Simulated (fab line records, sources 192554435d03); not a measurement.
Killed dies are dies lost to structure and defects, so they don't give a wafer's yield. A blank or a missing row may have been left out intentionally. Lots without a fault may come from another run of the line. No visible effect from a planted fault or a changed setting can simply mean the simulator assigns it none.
fab line records	flow n5_finfet
[record] lots = 10	wafers = 30	last_day = 18
route steps=1938 shown BEOL_M1@826 BEOL_M2@846 BEOL_M4@1111 PASSIVATION@1936
lots that met no fault: taken from a fault-free run of the same line
start_h: the number of hours between the record's first day and the start of the first shown wafer of the lot	wait_h: hours since the lot's step before	" identical to the entry in the row above	L1.1+2: several wafers, shown together as one row	- value missing, or start not given	* or withheld: withheld	< > ~ a bound
route shown NAME@n: a module of which the file shows steps, and the number in the route of the first	usual: the fault-free wafers' mean and standard deviation	same: alike in all rows	chamber/n: place in a boat	sites: per-site readings	_std_site: the standard deviation of these	_edge_site: inner sites' mean taken away from outer sites' mean	radius_mm: how far each site lies from the wafer's centre	mask NAME#n: copy n	behind: the tool/chamber that last shaped the wafer	hold: why the lot went on hold/how many hours it stayed there/how the hold came to an end	device: the n, p or np transistor that did not switch	end of line: the tests these same wafers got at the end of their route	a step with no rows: only its recipe	killed: dies lost to structure and defects at the first sort, not the wafer's yield	map: a wafer's dies, x killed, . not, _ none there
set.NAME: the setting the step ran with; set.NAME@STEP: the setting that earlier step ran with	model.NAME: the simulator's own value behind a step, which no gauge read
the route's steps for a sample of lots (tables are steps, rows are wafers)
services: from which hour (start_h, from the record's first day; less than 0 if before it) a tool's chamber was out of use, for how many hours, and why
[[steps]]
[step N5_BEOL_M1_SPUTTER_92]
[recipe] material = Cu	target_thk_a = 45	temp_c = -20	chamber_pressure_pa = 0.07	power_w = withheld	time_s = 8.29
[usual] throttle_valve_pct = 30.0/1.1
lot.wafer	tool	chamber	start_h	wait_h	throttle_valve_pct
L797.2	pvd_sputter-02	-	135.39	0.1	29.5
L797.3	"	-	"	"	31.7
L797.5	"	-	"	"	28.0
L798.1	pvd_sputter-03	-	141.85	0.1	32.0
L798.2	"	-	"	"	30.5
L798.5	"	-	"	"	29.8
L799.1	pvd_sputter-03	-	161.91	0.1	29.7
L799.2	"	-	"	"	29.0
L799.5	"	-	"	"	29.5
L800.1	pvd_sputter-02	-	166.53	0.1	28.1
L800.4	"	-	"	"	30.2
L800.6	"	-	"	"	29.8
L802.1	pvd_sputter-02	-	171.61	0.1	27.9
L802.3	"	-	"	"	31.4
L802.4	"	-	"	"	29.5
L803.2	pvd_sputter-03	-	174.68	0.1	29.9
L803.5	"	-	"	"	29.8
L803.6	"	-	"	"	31.7
L807.1	pvd_sputter-01	-	204.18	0.1	30.8
L807.3	"	-	"	"	30.6
L807.6	"	-	"	"	30.6
L814.4	pvd_sputter-01	-	239.07	0.1	31.0
L814.5	"	-	"	"	30.9
L814.6	"	-	"	"	30.0
L816.2	pvd_sputter-02	-	262.51	0.1	28.2
L816.4	"	-	"	"	30.0
L816.6	"	-	"	"	27.8
L818.2	pvd_sputter-03	-	267.21	0.1	30.7
L818.4	"	-	"	"	31.7
L818.6	"	-	"	"	30.8
[step N5_BEOL_M1_ANNEAL_51]
[recipe] temp_c = 225	time_s = 90	ambient = N2
[usual] anneal_temp_c = 224.97/0.17	wafer_temp_C_max = 226.0/0.33
lot.wafer	tool	chamber	start_h	wait_h	anneal_temp_c	wafer_temp_C_max
L797.2	rtp_anneal-01	0	136.17	0.2	224.94	225.9
L797.3	"	0	"	"	225.00	226.6
L797.5	"	0	"	"	224.80	226.7
L798.1	rtp_anneal-02	0	142.49	0.1	224.95	226.0
L798.2	"	0	"	"	225.06	225.9
L798.5	"	0	"	"	225.13	226.3
L799.1	rtp_anneal-02	0	162.54	0.1	224.99	226.0
L799.2	"	0	"	"	224.74	225.8
L799.5	"	0	"	"	225.02	225.7
L800.1	rtp_anneal-02	0	167.16	0.1	225.04	225.7
L800.4	"	0	"	"	225.01	225.6
L800.6	"	0	"	"	225.09	225.9
L802.1	rtp_anneal-02	0	172.24	0.1	224.89	225.9
L802.3	"	0	"	"	224.96	225.9
L802.4	"	0	"	"	224.80	226.2
L803.2	rtp_anneal-01	0	175.66	0.4	224.84	226.1
L803.5	"	0	"	"	224.83	226.2
L803.6	"	0	"	"	224.96	226.3
L807.1	rtp_anneal-02	0	204.81	0.1	224.94	226.1
L807.3	"	0	"	"	224.80	225.8
L807.6	"	0	"	"	225.17	225.6
L814.4	rtp_anneal-02	0	239.84	0.2	225.07	225.6
L814.5	"	0	"	"	225.26	225.7
L814.6	"	0	"	"	225.27	225.5
L816.2	rtp_anneal-01	0	263.19	0.1	224.90	226.2
L816.4	"	0	"	"	224.81	226.1
L816.6	"	0	"	"	224.85	226.6
L818.2	rtp_anneal-01	0	267.96	0.2	224.95	226.1
L818.4	"	0	"	"	225.15	226.1
L818.6	"	0	"	"	225.17	226.2
[step N5_BEOL_M1_DEP_57]
[recipe] material = SiCN	target_thk_a = 80	temp_c = withheld	precursor = 3MS/NH3	pressure_torr = 3	rf_w = 202	time_s = 14
[usual] showerhead_plenum_p_Torr = 3.669/0.013	throttle_valve_pct = 9.2/0.61
lot.wafer	tool	chamber	start_h	wait_h	showerhead_plenum_p_Torr	throttle_valve_pct
L797.2	pecvd-04	1	136.92	0.0	3.654	9.3
L797.3	"	0	"	"	3.676	9.4
L797.5	"	2	"	"	3.661	9.3
L798.1	pecvd-01	0	143.27	0.0	3.684	10.2
L798.2	"	2	"	"	3.668	8.1
L798.5	"	2	"	"	3.678	8.2
L799.1	pecvd-01	1	163.33	0.0	3.681	9.8
L799.2	"	2	"	"	3.672	8.0
L799.5	"	2	"	"	3.670	8.2
L800.1	pecvd-01	0	167.95	0.0	3.688	10.3
L800.4	"	2	"	"	3.678	8.3
L800.6	"	1	"	"	3.680	9.9
L802.1	pecvd-02	0	173.04	0.0	3.654	8.6
L802.3	"	1	"	"	3.651	8.9
L802.4	"	1	"	"	3.661	8.8
L803.2	pecvd-02	1	176.55	0.0	3.658	8.8
L803.5	"	1	"	"	3.645	8.6
L803.6	"	2	"	"	3.669	8.9
L807.1	pecvd-02	2	205.60	0.0	3.664	8.7
L807.3	"	0	"	"	3.668	8.8
L807.6	"	0	"	"	3.666	8.8
L814.4	pecvd-02	2	240.62	0.0	3.677	9.0
L814.5	"	1	"	"	3.650	8.5
L814.6	"	0	"	"	3.655	8.7
L816.2	pecvd-04	2	263.93	0.0	3.666	9.4
L816.4	"	2	"	"	3.670	9.1
L816.6	"	0	"	"	3.675	8.9
L818.2	pecvd-04	1	268.72	0.0	3.656	9.5
L818.4	"	2	"	"	3.655	9.4
L818.6	"	0	"	"	3.687	9.1
[step N5_BEOL_M2_COAT_62]
[recipe] resist = SiARC	temp_c = 220	time_s = 60	spin_rpm = 1500	resist_thk_nm = 12
[usual] spin_speed_rpm = 1500.0/1.1
lot.wafer	tool	chamber	start_h	wait_h	spin_speed_rpm
L797.2	litho_track-04	0	138.06	-	1501.1
L797.3	"	0	"	"	1498.3
L797.5	"	0	"	"	1499.4
L798.1	litho_track-04	0	146.78	-	1500.6
L798.2	"	0	"	"	1499.1
L798.5	"	0	"	"	1500.1
L799.1	litho_track-05	0	163.83	-	1500.5
L799.2	"	0	"	"	1499.5
L799.5	"	0	"	"	1500.9
L800.1	litho_track-04	0	169.28	-	1498.1
L800.4	"	0	"	"	1499.2
L800.6	"	0	"	"	1498.5
L802.1	litho_track-04	0	175.36	-	1807.5
L802.3	"	0	"	"	1807.8
L802.4	"	0	"	"	1808.2
L803.2	litho_track-04	0	178.58	-	1808.8
L803.5	"	0	"	"	1808.3
L803.6	"	0	"	"	1809.1
L807.1	litho_track-05	0	208.48	-	1501.6
L807.3	"	0	"	"	1502.6
L807.6	"	0	"	"	1501.7
L814.4	litho_track-01	0	243.48	-	1501.0
L814.5	"	0	"	"	1499.0
L814.6	"	0	"	"	1499.7
L816.2	litho_track-05	0	266.30	-	1500.8
L816.4	"	0	"	"	1498.9
L816.6	"	0	"	"	1498.4
L818.2	litho_track-01	0	269.14	-	1501.3
L818.4	"	0	"	"	1501.7
L818.6	"	0	"	"	1499.4
[step N5_BEOL_M2_ETCH_63]
[recipe] chemistry = CF4	target = SiARC	target_depth_a = 156	mask_material = CAR-EUV	time_s = 26	ion_energy_ev = 80	pressure_mtorr = 40	source_w = 545	bias_w = 36	Ar_flow_sccm = 100	cf4_flow_sccm = 100	ends = cleared
[usual] drypump_motor_current_A = 6.0/0.47	etch_rf_on_time_s = 25.8/0.48	oes_product_au = 0.69/0.076	rf_vpp_V = 184.8/1.2	showerhead_plenum_p_Torr = 2.20/0.074	throttle_valve_pct = 15.50/0.17
lot.wafer	tool	chamber	start_h	wait_h	drypump_motor_current_A	etch_rf_on_time_s	oes_product_au	rf_hours_counter_h	rf_vpp_V	showerhead_plenum_p_Torr	throttle_valve_pct
L797.2	rie_diel-02	3	138.63	0.0	6.0	25.3	0.81	20	184.7	2.29	15.61
L797.3	"	2	"	"	5.6	25.5	0.71	71	183.9	2.16	15.48
L797.5	"	1	"	"	6.5	26.2	0.81	-	184.1	2.28	15.24
L798.1	rie_diel-01	0	147.22	0.0	6.8	26.8	0.63	155	184.9	2.15	15.72
L798.2	"	2	"	"	4.9	26.2	0.62	181	184.8	2.05	15.58
L798.5	"	3	"	"	5.1	25.4	0.75	-	184.0	2.11	15.36
L799.1	rie_diel-02	1	164.28	0.0	6.5	26.1	0.79	16	184.3	2.28	15.24
L799.2	"	2	"	"	5.7	25.2	0.70	81	183.2	2.15	15.50
L799.5	"	2	"	"	5.7	25.5	0.70	-	183.5	2.15	15.50
L800.1	rie_diel-02	2	169.84	0.0	5.7	25.7	0.70	82	184.4	2.15	15.49
L800.4	"	3	"	"	6.0	25.6	0.78	31	184.5	2.29	15.63
L800.6	"	1	"	"	6.5	26.2	0.79	-	184.3	2.28	15.24
L802.1	rie_diel-02	3	176.04	0.0	6.0	23.1	0.78	32	185.2	2.28	15.64
L802.3	"	0	"	"	6.3	23.5	0.60	204	184.3	2.21	15.42
L802.4	"	2	"	"	5.7	23.1	0.70	84	184.0	2.15	15.51
L803.2	rie_diel-02	1	179.45	0.0	6.5	24.0	0.79	21	184.8	2.28	15.25
L803.5	"	3	"	"	6.0	23.4	0.77	-	185.7	2.28	15.65
L803.6	"	2	"	"	5.7	23.6	0.70	-	184.1	2.15	15.52
L807.1	rie_diel-05	3	208.92	0.0	6.3	24.7	0.61	244	181.8	2.03	15.66
L807.3	"	2	"	"	5.6	26.5	0.60	197	184.1	2.21	15.84
L807.6	"	1	"	"	6.5	26.2	0.60	-	182.7	2.11	15.32
L814.4	rie_diel-02	1	244.04	0.0	6.5	26.0	0.75	42	185.6	2.27	15.29
L814.5	"	3	"	"	6.0	25.1	0.76	-	187.1	2.28	15.67
L814.6	"	2	"	"	5.7	25.5	0.69	-	184.3	2.14	15.55
L816.2	rie_diel-05	0	266.98	0.0	5.6	25.6	0.81	17	183.8	2.20	15.55
L816.4	"	1	"	"	6.5	26.1	0.58	239	183.3	2.10	15.37
L816.6	"	0	"	"	5.6	25.6	0.81	-	185.2	2.20	15.56
L818.2	rie_diel-01	0	269.58	0.0	6.8	27.3	0.60	200	182.0	2.14	15.80
L818.4	"	1	"	"	6.1	25.3	0.68	125	185.3	2.24	15.61
L818.6	"	3	"	"	5.1	25.9	0.69	-	183.9	2.09	15.43
[step N5_BEOL_M4_RC_MEAS_101]
[usual] DIBL_N = 36.3/1.8	DIBL_P = 36.5/2.1	IOFF_N = 0.16/0.031	IOFF_P = 0.22/0.038	ION_N = 677/12	ION_P = 466/7.8	RS_NWELL = 1036/6.1	SS_N = 71.5/0.61	SS_P = 73.2/0.7	VT_N = 249/3	VT_P = -248.9/3
lot.wafer	tool	chamber	start_h	wait_h	DIBL_N[mV/V]	DIBL_P[mV/V]	IOFF_N[nA/um]	IOFF_P[nA/um]	ION_N[uA/um]	ION_P[uA/um]	RS_NWELL[ohm/sq]	SS_N[mV/dec]	SS_P[mV/dec]	VT_N[mV]	VT_P[mV]
L797.2	prober-02	0	185.80	0.2	32.9	32.6	0.10	0.14	663	462	1038	70.6	72.1	254	-253.9
L797.3	"	0	"	"	38.3	39.2	0.17	0.22	668	453	1043	72.1	73.9	249	-248.2
L797.5	"	0	"	"	37.4	38.4	0.18	0.21	686	469	1038	71.9	72.8	249	-249.4
L798.1	prober-02	0	200.24	0.0	38.2	38.6	0.20	0.24	693	464	1048	72.0	73.6	247	-246.9
L798.2	"	0	"	"	36.2	36.3	0.17	0.20	688	462	1039	71.4	72.0	250	-250.2
L798.5	"	0	"	"	39.2	38.9	0.22	0.27	691	466	1034	72.4	73.8	244	-246.2
L799.1	prober-02	0	201.17	0.8	35.9	36.8	0.15	0.20	667	456	1036	72.2	73.3	250	-249.2
L799.2	"	0	"	"	36.7	37.7	0.17	0.22	664	459	1037	72.4	73.4	252	-251.5
L799.5	"	0	"	"	36.4	37.2	0.16	0.20	687	463	1037	71.9	73.5	248	-251.7
L800.1	prober-02	0	207.06	0.0	38.6	37.6	0.19	0.25	681	468	1030	71.4	74.4	248	-248.4
L800.4	"	0	"	"	36.0	36.0	0.16	0.23	691	473	1040	71.2	73.8	247	-246.6
L800.6	"	0	"	"	37.0	36.9	0.17	0.23	694	472	1038	70.9	73.6	248	-249.9
L803.2	prober-02	0	217.02	0.2	35.5	37.0	0.17	0.27	689	478	909	71.1	73.5	246	-243.1
L803.5	"	0	"	"	34.6	35.8	0.15	0.24	687	480	908	71.0	72.2	249	-246.4
L803.6	"	0	"	"	39.3	42.0	0.28	0.38	708	488	903	72.2	73.6	238	-240.6
L802.1	prober-01	0	229.69	0.0	35.2	34.4	0.14	0.19	678	469	1038	71.7	72.3	249	-249.9
L802.3	"	0	"	"	39.7	39.6	0.22	0.26	673	460	1037	72.0	74.2	247	-245.4
L802.4	"	0	"	"	40.4	41.0	0.24	0.30	703	474	1042	71.7	74.4	242	-245.9
L807.1	prober-02	0	248.72	0.0	35.6	34.6	0.15	0.21	664	460	1028	70.8	72.6	251	-247.7
L807.3	"	0	"	"	35.2	34.5	0.15	0.21	675	466	1042	70.6	73.3	250	-248.2
L807.6	"	0	"	"	36.9	36.5	0.18	0.25	675	463	1017	71.5	73.8	248	-245.0
L814.4	prober-02	0	281.58	0.5	34.9	35.1	0.15	0.21	681	469	1035	71.1	72.8	247	-249.8
L814.5	"	0	"	"	37.3	38.4	0.20	0.25	686	470	1046	71.6	73.8	247	-248.2
L814.6	"	0	"	"	34.2	34.0	0.14	0.18	664	462	1037	71.3	72.1	251	-254.4
L816.2	prober-02	0	300.58	0.2	33.1	33.0	0.12	0.19	661	466	1033	70.7	71.9	255	-247.7
L816.4	"	0	"	"	34.5	34.4	0.14	0.21	685	470	1036	70.8	73.4	251	-247.6
L816.6	"	0	"	"	35.5	35.7	0.16	0.23	669	469	1038	70.9	72.7	248	-248.0
L818.2	prober-01	0	316.46	0.2	36.1	36.8	0.17	0.23	682	469	1033	71.8	73.2	248	-249.1
L818.4	"	0	"	"	36.2	36.5	0.16	0.23	682	475	1044	71.7	72.9	248	-246.7
L818.6	"	0	"	"	36.2	37.3	0.16	0.25	683	467	1032	71.4	73.1	249	-244.5
[step N5_PASSIVATION_PROBE_49]
[usual] defect_limited_yield = 91.2/1.5	killed_at_M0_to_M3 = 33/9.6	killed_at_M4_up = 14/5.6	killed_at_contacts = 14/5.5	killed_at_front_end = 40/13	killed_at_other = 4/3	killed_dies = 104/17	killed_open = 68/13	killed_short = 33/7.2	sort_bin_5_function = 5.2/0.95	sort_bin_6_memory = 3.3/0.62	sort_n_pass = 1076/17	sort_yield_pct = 91.2/1.5
[same] gross_dies = 1180	killed_at_back_side = 0	sort_bin_4_leakage[%] = 0	sort_bin_8_speed[%] = 0
lot.wafer	tool	chamber	start_h	wait_h	defect_limited_yield[%]	killed_at_M0_to_M3	killed_at_M4_up	killed_at_contacts	killed_at_front_end	killed_at_other	killed_dies	killed_open	killed_short	sort_bin_5_function[%]	sort_bin_6_memory[%]	sort_n_pass	sort_yield_pct[%]
L797.2	prober-02	-	299.19	0.1	93.0	24	10	20	23	6	83	58	20	4.0	2.8	1097	93.0
L797.3	prober-02	-	299.24	0.1	93.3	27	17	10	23	2	79	55	21	4.3	1.9	1101	93.3
L797.5	prober-02	-	299.34	0.2	93.0	29	8	15	29	2	83	54	29	4.3	2.4	1097	93.0
L798.1	prober-02	-	312.44	0.0	90.9	30	30	8	36	3	107	75	27	5.3	3.5	1073	90.9
L798.2	prober-02	-	312.49	0.1	94.0	14	11	10	34	2	71	42	23	3.6	1.9	1109	94.0
L798.5	prober-02	-	312.64	0.2	91.0	23	31	22	27	3	106	69	36	5.1	3.4	1074	91.0
L800.1	prober-01	-	315.08	0.0	91.1	24	17	5	57	2	105	73	28	5.3	3.2	1075	91.1
L800.4	prober-01	-	315.23	0.2	88.8	40	17	16	57	2	132	87	41	7.6	3.2	1048	88.8
L800.6	prober-01	-	315.33	0.3	88.5	63	19	5	47	2	136	99	30	6.4	4.3	1044	88.5
L799.1	prober-02	-	315.63	0.0	91.0	43	9	9	39	6	106	70	36	5.3	3.5	1074	91.0
L799.2	prober-02	-	315.68	0.1	91.8	27	15	13	34	8	97	68	29	5.1	2.7	1083	91.8
L799.5	prober-02	-	315.83	0.2	91.4	33	10	15	34	10	102	66	36	5.3	3.1	1078	91.4
L807.1	prober-01	-	360.24	0.0	92.7	27	11	15	30	3	86	58	28	3.7	3.5	1094	92.7
L807.3	prober-01	-	360.34	0.1	91.3	40	13	13	28	9	103	73	28	4.7	3.6	1077	91.3
L814.4	prober-01	-	393.99	0.2	90.1	38	16	13	50	0	117	68	46	6.3	3.3	1063	90.1
L814.5	prober-01	-	394.04	0.2	89.2	63	12	12	37	3	127	86	40	6.3	4.1	1053	89.2
L814.6	prober-01	-	394.09	0.3	91.0	37	7	21	41	0	106	63	37	5.6	2.7	1074	91.0
L816.2	prober-02	-	409.54	0.1	90.8	43	3	15	46	2	109	75	29	4.5	4.0	1071	90.8
L816.4	prober-02	-	409.64	0.2	87.6	53	16	15	62	0	146	103	41	7.1	4.8	1034	87.6
L816.6	prober-02	-	409.74	0.3	91.6	30	12	14	41	2	99	63	33	4.6	3.7	1081	91.6
L818.2	prober-01	-	427.08	0.1	92.8	21	22	9	30	3	85	61	22	4.1	2.9	1095	92.8
L818.4	prober-01	-	427.18	0.2	89.6	30	10	10	73	0	123	85	31	6.2	3.7	1057	89.6
L818.6	prober-01	-	427.28	0.3	88.8	30	8	17	72	5	132	84	43	6.8	3.6	1048	88.8
// killed by level:class
L797.2 MOL_CONTACT_COAG:geometric_particle:open=13 BEOL_M3:geometric_particle:open=10 STI_FIN_REVEAL:geometric_particle:open=7 MOL_CONTACT_COAG:geometric_particle:short=5 BEOL_M0_SAQP:geometric_particle:open=4 BEOL_M4:geometric_particle:open=3 SPACER0:geometric_particle:open=3 GATE_CUT:geometric_particle:short=3
L797.3 BEOL_M0_SAQP:geometric_particle:open=8 BEOL_M3:geometric_particle:open=7 MOL_CONTACT_COAG:geometric_particle:open=7 BEOL_M4:geometric_particle:open=6 BEOL_M1:geometric_particle:open=4 STI_FIN_REVEAL:geometric_particle:open=3 DUMMY_GATE:geometric_particle:short=3 SDB:geometric_particle:short=3
L797.5 MOL_CONTACT_COAG:geometric_particle:open=12 BEOL_M0_SAQP:geometric_particle:open=9 DUMMY_GATE:geometric_particle:open=8 BEOL_M2:geometric_particle:open=6 BEOL_M0_SAQP:geometric_particle:short=6 BEOL_M8:geometric_particle:open=4 FIN_SAQP:geometric_particle:open=3 DUMMY_GATE:geometric_particle:short=3
L798.1 BEOL_M4:geometric_particle:open=15 FIN_SAQP:geometric_particle:open=11 BEOL_M2:geometric_particle:open=11 FIN_SAQP:geometric_particle:short=8 BEOL_M3:geometric_particle:open=6 MOL_CONTACT_COAG:geometric_particle:open=5 BEOL_M5:geometric_particle:open=5 STI_FIN_REVEAL:geometric_particle:open=3
L798.2 FIN_SAQP:geometric_particle:open=8 BEOL_M4:geometric_particle:open=8 MOL_CONTACT_COAG:geometric_particle:open=7 HKMG_FIN:area_etch=5 STI_FIN_REVEAL:geometric_particle:open=4 BEOL_M0_SAQP:geometric_particle:short=4 FIN_SAQP:geometric_particle:short=3 DUMMY_GATE:geometric_particle:short=3
L798.5 MOL_CONTACT_COAG:geometric_particle:open=19 BEOL_M4:geometric_particle:open=15 FIN_SAQP:geometric_particle:open=8 BEOL_M0_SAQP:geometric_particle:short=8 GATE_CUT:geometric_particle:short=5 BEOL_M2:geometric_particle:open=5 BEOL_M5:geometric_particle:open=5 BEOL_M0_SAQP:geometric_particle:open=4
L800.1 STI_FIN_REVEAL:geometric_particle:open=16 BEOL_M4:geometric_particle:open=10 DUMMY_GATE:geometric_particle:open=8 FIN_SAQP:geometric_particle:open=7 BEOL_M0_SAQP:geometric_particle:open=6 STARTING-WAFER:geometric_particle:open=6 STI_FIN_REVEAL:geometric_particle:short=5 BEOL_M1:geometric_particle:open=5
L800.4 FIN_SAQP:geometric_particle:open=17 BEOL_M2:geometric_particle:open=15 FIN_SAQP:geometric_particle:short=12 MOL_CONTACT_COAG:geometric_particle:open=11 STI_FIN_REVEAL:geometric_particle:open=9 BEOL_M0_SAQP:geometric_particle:short=9 BEOL_M4:geometric_particle:open=7 BEOL_M0_SAQP:geometric_particle:open=6
L800.6 STI_FIN_REVEAL:geometric_particle:open=17 BEOL_M1:geometric_particle:open=16 FIN_SAQP:geometric_particle:open=11 BEOL_M0_SAQP:geometric_particle:short=11 BEOL_M0_SAQP:geometric_particle:open=11 BEOL_M4:geometric_particle:open=10 BEOL_M2:geometric_particle:open=10 BEOL_M3:geometric_particle:open=6
L799.1 FIN_SAQP:geometric_particle:open=12 BEOL_M2:geometric_particle:open=11 FIN_SAQP:geometric_particle:short=7 MOL_CONTACT_COAG:geometric_particle:open=7 BEOL_M3:geometric_particle:open=7 DUMMY_GATE:geometric_particle:open=6 BEOL_M0_SAQP:geometric_particle:open=6 BEOL_M0:geometric_particle:open=4
L799.2 MOL_CONTACT_COAG:geometric_particle:open=12 BEOL_M4:geometric_particle:open=10 FIN_SAQP:geometric_particle:short=9 FIN_SAQP:geometric_particle:open=7 DUMMY_GATE:geometric_particle:open=7 BEOL_M3:geometric_particle:open=7 STI_FIN_REVEAL:geometric_particle:open=5 BEOL_M3:geometric_particle:short=5
L799.5 BEOL_M0_SAQP:geometric_particle:open=12 FIN_SAQP:geometric_particle:short=11 FIN_SAQP:geometric_particle:open=10 MOL_CONTACT_COAG:geometric_particle:open=10 BEOL_M0_SAQP:geometric_particle:short=7 PASS1_CAP:geometric_particle:open=7 MOL_CONTACT_COAG:geometric_particle:short=5 BEOL_M3:geometric_particle:open=5
L807.1 MOL_CONTACT_COAG:geometric_particle:open=12 BEOL_M1:geometric_particle:open=10 STI_FIN_REVEAL:geometric_particle:open=7 FIN_SAQP:geometric_particle:open=6 BEOL_M2:geometric_particle:open=5 BEOL_M3:geometric_particle:open=5 FIN_SAQP:geometric_particle:short=4 BEOL_M2:geometric_particle:short=4
L807.3 MOL_CONTACT_COAG:geometric_particle:open=12 BEOL_M2:geometric_particle:open=12 BEOL_M1:geometric_particle:open=10 BEOL_M1:geometric_particle:short=6 DUMMY_GATE:geometric_particle:open=5 STARTING-WAFER:geometric_particle:open=5 FIN_SAQP:geometric_particle:open=4 GATE_CUT:geometric_particle:short=4
L814.4 BEOL_M0_SAQP:geometric_particle:short=12 STI_FIN_REVEAL:geometric_particle:open=11 MOL_CONTACT_COAG:geometric_particle:open=11 FIN_SAQP:geometric_particle:short=8 BEOL_M4:geometric_particle:open=8 BEOL_M2:geometric_particle:open=6 GATE_CUT:geometric_particle:short=5 GATE_CUT:geometric_particle:open=5
L814.5 BEOL_M0_SAQP:geometric_particle:open=22 BEOL_M0_SAQP:geometric_particle:short=17 BEOL_M2:geometric_particle:open=13 MOL_CONTACT_COAG:geometric_particle:open=10 FIN_SAQP:geometric_particle:short=8 BEOL_M4:geometric_particle:open=7 STI_FIN_REVEAL:geometric_particle:open=6 DUMMY_GATE:geometric_particle:open=6
L814.6 MOL_CONTACT_COAG:geometric_particle:open=17 BEOL_M0_SAQP:geometric_particle:short=12 BEOL_M0_SAQP:geometric_particle:open=9 BEOL_M2:geometric_particle:open=6 STI_FIN_REVEAL:geometric_particle:open=6 GATE_CUT:geometric_particle:short=6 DUMMY_GATE:geometric_particle:open=5 HKMG_FIN:area_etch=5
L816.2 STI_FIN_REVEAL:geometric_particle:open=19 MOL_CONTACT_COAG:geometric_particle:open=14 BEOL_M3:geometric_particle:open=9 BEOL_M0_SAQP:geometric_particle:open=8 BEOL_M2:geometric_particle:open=6 BEOL_M0_SAQP:geometric_particle:short=6 FIN_SAQP:geometric_particle:open=5 BEOL_M3:geometric_particle:short=5
L816.4 STI_FIN_REVEAL:geometric_particle:open=34 MOL_CONTACT_COAG:geometric_particle:open=13 BEOL_M2:geometric_particle:open=12 BEOL_M3:geometric_particle:open=11 BEOL_M0_SAQP:geometric_particle:short=10 FIN_SAQP:geometric_particle:open=8 BEOL_M0_SAQP:geometric_particle:open=8 STI_FIN_REVEAL:geometric_particle:short=7
L816.6 MOL_CONTACT_COAG:geometric_particle:open=11 STI_FIN_REVEAL:geometric_particle:open=9 BEOL_M3:geometric_particle:open=8 FIN_SAQP:geometric_particle:open=7 STI_FIN_REVEAL:geometric_particle:short=6 BEOL_M2:geometric_particle:open=6 BEOL_M4:geometric_particle:open=6 FIN_SAQP:geometric_particle:short=5
L818.2 FIN_SAQP:geometric_particle:open=9 BEOL_M5:geometric_particle:open=8 MOL_CONTACT_COAG:geometric_particle:open=7 BEOL_M4:geometric_particle:open=7 BEOL_M0_SAQP:geometric_particle:open=6 BEOL_M3:geometric_particle:open=6 FIN_SAQP:geometric_particle:short=5 GATE_CUT:geometric_particle:short=4
L818.4 FIN_SAQP:geometric_particle:open=36 FIN_SAQP:geometric_particle:short=15 BEOL_M2:geometric_particle:open=12 MOL_CONTACT_COAG:geometric_particle:open=7 BEOL_M0_SAQP:geometric_particle:open=6 BEOL_M4:geometric_particle:open=6 BEOL_M3:geometric_particle:open=5 HKMG_FIN:area_etch=4
L818.6 FIN_SAQP:geometric_particle:open=29 FIN_SAQP:geometric_particle:short=18 MOL_CONTACT_COAG:geometric_particle:open=14 STI_FIN_REVEAL:geometric_particle:open=9 BEOL_M3:geometric_particle:open=7 BEOL_M0_SAQP:geometric_particle:open=6 STI_FIN_REVEAL:geometric_particle:short=3 GATE_CUT:geometric_particle:short=3
[[services]]
tool	chamber	start_h	hours	kind
pvd_sputter-02	-	146.19	7.4	repair
pecvd-01	-	154.39	1.6	repair
pecvd-02	0	156.38	6.4	repair
rie_diel-01	3	165.61	6.2	repair
rie_diel-01	1	200.33	1.6	repair
rie_diel-05	0	203.00	-	clean
rie_diel-05	0	203.00	-	consumable_replace:focus_ring
rie_diel-05	0	203.00	22.6	scheduled_down
rie_diel-05	0	203.00	22.6	vent_cycle
pecvd-01	0	221.01	1.7	repair
pecvd-01	-	224.83	0.8	repair
rie_diel-05	3	226.02	-	clean
rie_diel-05	3	226.02	-	consumable_replace:focus_ring
rie_diel-05	3	226.02	-	consumable_replace:showerhead
rie_diel-05	3	226.02	24.8	scheduled_down
rie_diel-05	3	226.02	24.8	vent_cycle
pecvd-04	-	227.99	28.1	pm
pecvd-01	2	230.32	2.1	scheduled_down
pecvd-01	-	243.92	14.6	pm
rie_diel-05	2	248.35	14.3	repair
rie_diel-01	2	252.54	8.2	repair
[[key]]
[first_sign] step = N5_BEOL_M2_COAT_62	reading = spin_speed_rpm	direction = up	sigmas = 99+	usual = *	struck = *
[effect] step = N5_BEOL_M2_ETCH_63	reading = etch_rf_on_time_s	direction = down	sigmas = 4.9	usual = *	struck = *
[effect] step = N5_BEOL_M4_RC_MEAS_101	reading = RS_NWELL	direction = down	sigmas = 10	usual = 1036	struck = 973	wafers_moved = 3
met_at N5_BEOL_M2_COAT_62
struck_lots L802,L803
rows_end L802.1,L802.3,L802.4,L803.2,L803.5,L803.6
not_acting_at N5_BEOL_M1_SPUTTER_92,N5_BEOL_M1_ANNEAL_51,N5_BEOL_M1_DEP_57
onset_between 169.28 175.36
[earlier_fault] kind = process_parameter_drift	tool = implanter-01	chamber = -	onset_h = 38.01	steps = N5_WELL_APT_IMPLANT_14	channel = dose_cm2	offset = 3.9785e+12	shape = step	acts_in = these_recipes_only	stated = 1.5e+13
[fault] kind = process_parameter_drift	tool = litho_track-04	chamber = -	onset_h = 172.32	steps = N5_BEOL_M2_COAT_62	channel = spin_rpm	offset = *	shape = step	acts_in = *	stated = *
// rows_end: these wafers met a further fault down the route, and their rows from its step on are left out
